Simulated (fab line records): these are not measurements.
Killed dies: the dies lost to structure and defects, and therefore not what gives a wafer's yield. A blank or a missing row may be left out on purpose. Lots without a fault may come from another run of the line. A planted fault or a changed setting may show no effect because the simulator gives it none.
Matching of chambers | flow n5 finfet | N5_MOL_CONTACT_COAG_ETCH_66 on rie diel-01 has 4 sister chambers
The step etches SiARC in CF4, target depth 13 nm, time 21.7 s. 33 wafers are shown with their chamber, then 12 later ones without.

== WAFERS WITH THEIR CHAMBER ==
wafer  | chamber | drypump motor current A (A) | showerhead plenum p Torr (Torr) | throttle valve pct (%)
L074.1 | 1       | 5.8                         | 2.23                            | 15.67
L074.2 | 3       | 5.2                         | 2.17                            | 15.29
L074.3 | 2       | 6.0                         | 2.04                            | 15.73
L074.4 | 2       | 6.0                         | 2.04                            | 15.72
L074.5 | 3       | 5.1                         | 2.17                            | 15.30
L074.6 | 1       | 5.8                         | 2.23                            | 15.70
L076.3 | 1       | 5.7                         | 2.23                            | 15.69
L076.5 | 1       | 5.7                         | 2.23                            | 15.69
L076.6 | 2       | 6.0                         | 2.04                            | 15.72
L077.1 | 0       | 6.1                         | 2.11                            | 15.64
L077.4 | 3       | 5.2                         | 2.17                            | 15.30
L077.5 | 2       | 6.0                         | 2.04                            | 15.72
L079.1 | 1       | 5.8                         | 2.23                            | 15.72
L079.2 | 0       | 6.1                         | 2.11                            | 15.64
L079.3 | 2       | 6.0                         | 2.04                            | 15.74
L079.4 | 3       | 5.2                         | 2.17                            | 15.30
L079.5 | 2       | 6.0                         | 2.04                            | 15.74
L079.6 | 1       | 5.8                         | 2.23                            | 15.71
L083.1 | 2       | 6.0                         | 2.04                            | 15.74
L083.3 | 1       | 5.8                         | 2.23                            | 15.73
L083.4 | 0       | 6.1                         | 2.11                            | 15.65
L090.1 | 2       | 6.0                         | 2.03                            | 15.78
L090.2 | 1       | 5.8                         | 2.22                            | 15.74
L090.3 | 0       | 6.1                         | 2.11                            | 15.69
L092.1 | 2       | 6.0                         | 2.03                            | 15.79
L092.2 | 1       | 5.8                         | 2.22                            | 15.74
L092.3 | 3       | 5.2                         | 2.16                            | 15.38
L092.4 | 0       | 6.1                         | 2.10                            | 15.71
L092.5 | 0       | 6.1                         | 2.10                            | 15.70
L092.6 | 1       | 5.8                         | 2.22                            | 15.76
L093.1 | 3       | 5.2                         | 2.16                            | 15.37
L093.2 | 0       | 6.1                         | 2.10                            | 15.69
L093.5 | 3       | 5.2                         | 2.16                            | 15.36

SIGNATURES (averages over the wafers above)
reading                  | chamber 0 | chamber 1 | chamber 2 | chamber 3 | scatter within a chamber
drypump motor current A  | 6.100     | 5.780     | 6.000     | 5.186     | 0.0291
showerhead plenum p Torr | 2.1057    | 2.2270    | 2.0378    | 2.1657    | 0.00494
throttle valve pct       | 15.6743   | 15.7150   | 15.7422   | 15.3286   | 0.0305
Rule: a wafer's distance from a chamber is the root of the sum, over the readings, of the square of ((its reading less the chamber's mean) divided by the reading's scatter). The wafer belongs to the nearest chamber; if the next one is less than 2 further off, it can't be placed. The scatter is the square root of a quotient: the sum, over the shown wafers, of each reading's squared deviation from its chamber's mean, divided by wafers minus chambers.

== WAFERS WITH NO CHAMBER GIVEN ==
wafer  | drypump motor current A (A) | showerhead plenum p Torr (Torr) | throttle valve pct (%)
L095.1 | 5.8                         | 2.22                            | 15.77
L095.3 | 6.1                         | 2.10                            | 15.70
L095.4 | 5.1                         | 2.15                            | 15.39
L096.1 | 5.2                         | 2.15                            | 15.39
L096.2 | 6.0                         | 2.28                            | 15.36
L096.3 | 6.1                         | 2.10                            | 15.73
L096.4 | 5.8                         | 2.22                            | 15.78
L096.5 | 6.0                         | 2.28                            | 15.36
L096.6 | 5.2                         | 2.15                            | 15.41
L097.3 | 6.0                         | 2.28                            | 15.35
L097.5 | 5.2                         | 2.15                            | 15.41
L097.6 | 6.1                         | 2.10                            | 15.73

== WHICH CHAMBER EACH WENT THROUGH ==
wafer  | from the rows above | in truth
L095.1 | 1                   | 1
L095.3 | 0                   | 0
L095.4 | 3                   | 3
L096.1 | 3                   | 3
L096.2 | 1                   | 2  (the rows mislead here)
L096.3 | 0                   | 0
L096.4 | 1                   | 1
L096.5 | 1                   | 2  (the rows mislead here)
L096.6 | 3                   | 3
L097.3 | 1                   | 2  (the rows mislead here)
L097.5 | 3                   | 3
L097.6 | 0                   | 0
Placed correctly: 9 of 12. Left unplaced by these rows: 0. 3 placed wrongly.
